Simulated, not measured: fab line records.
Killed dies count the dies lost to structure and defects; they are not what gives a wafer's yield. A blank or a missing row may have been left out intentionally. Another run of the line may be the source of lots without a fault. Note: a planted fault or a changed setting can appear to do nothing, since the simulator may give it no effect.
A single fault, viewed from 2 desks / flow nandHarc / each desk holds nothing but its own numbers, with what lay behind them at the end

## DESK OF THE TOOL OWNER: rieDiel-13
The tool's own readings at NHARC_A_BONDPAD_STRIP_15 (strips in O2): means of the sampled wafers that have a number, for each lot that ran on this tool. The brackets show how far a lot's mean lies from the usual mean; more than 4 standard deviations puts the lot out of limits, marked OUT.
Columns: A = chamberPressureMTorr at NHARC_A_BONDPAD_STRIP_15, usual 60.00 mTorr; B = drypumpMotorCurrentA at NHARC_A_BONDPAD_STRIP_15, usual 5.8 A; C = oesProductAu at NHARC_A_BONDPAD_STRIP_15, usual 1.005 a.u.; D = rfVppV at NHARC_A_BONDPAD_STRIP_15, usual 58.0 V; E = showerheadPlenumPTorr at NHARC_A_BONDPAD_STRIP_15, usual 3.62 Torr; F = throttleValvePct at NHARC_A_BONDPAD_STRIP_15, usual 17.035 %
lot=L345; first seen here=day 17 21:07; A=59.98; B=5.6; C=1.011; D=58.0; E=3.57; F=17.037
lot=L344; first seen here=day 18 00:16; A=60.05; B=5.8; C=1.004; D=58.2; E=3.60; F=17.031
lot=L347; first seen here=day 18 06:17; A=60.00; B=5.8; C=1.013; D=59.0; E=3.72; F=17.032
lot=L354; first seen here=day 20 07:49; A=60.02; B=5.6; C=1.003; D=58.5; E=3.63; F=17.036
lot=L357; first seen here=day 21 05:32; A=54.44 (-99 or more) OUT; B=5.8; C=1.009; D=58.5; E=3.67; F=17.040
This desk's verdict: out of limits on L357, starting with L357 at day 21 05:32 (chamberPressureMTorr at NHARC_A_BONDPAD_STRIP_15). L345, L344, L347, L354 stayed within limits.

## METROLOGY DESK
What the gauges read for every lot (on any tool): the sampled wafers with a number, averaged. The brackets show how far a lot's mean lies from the usual mean; more than 4 standard deviations puts the lot out of limits, marked OUT.
Columns: A = thkNm at NHARC_A_M1_THK_MEAS_24, usual 154.5 nm; B = overlayXNm at NHARC_A_BONDPAD_OVL_MEAS_35, usual -1 nm; C = overlayYNm at NHARC_A_BONDPAD_OVL_MEAS_35, usual 0 nm
lot=L345; first seen here=day 17 18:23; A=154.0; B=1; C=7
lot=L344; first seen here=day 17 21:31; A=155.9; B=6; C=2
lot=L347; first seen here=day 18 03:33; A=152.7; B=-4; C=-2
lot=L346; first seen here=day 18 05:25; A=154.2; B=2; C=-6
lot=L349; first seen here=day 18 18:15; A=154.8; B=-6; C=2
lot=L354; first seen here=day 20 05:05; A=155.1; B=-4; C=0
lot=L357; first seen here=day 21 02:48; A=155.3; B=-3; C=0
lot=L366; first seen here=day 23 11:11; A=155.1; B=-5; C=-5
lot=L365; first seen here=day 23 20:37; A=152.7; B=-1; C=10
lot=L367; first seen here=day 24 06:25; A=154.2; B=-9; C=-1
This desk found nothing out of limits on any of the 10 lots.

## ALL TOGETHER
An alarm could have come from the tool owner's desk at day 21 05:32, on L357.
Metrology desk: nothing out of limits seen.
The metrology desk holds a record of L357, inside its limits.
All the named lots went through NHARC_A_BONDPAD_STRIP_15 on rieDiel-13.

## WHAT THE SIMULATOR HAD PUT IN
rieDiel-13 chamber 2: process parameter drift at NHARC_A_BONDPAD_STRIP_15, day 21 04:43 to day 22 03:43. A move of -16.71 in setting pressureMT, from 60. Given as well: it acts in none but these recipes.
Shown lots that were struck: L357.
Each desk's first reading out of limits, in hours after the fault started: the tool owner's desk, 1.
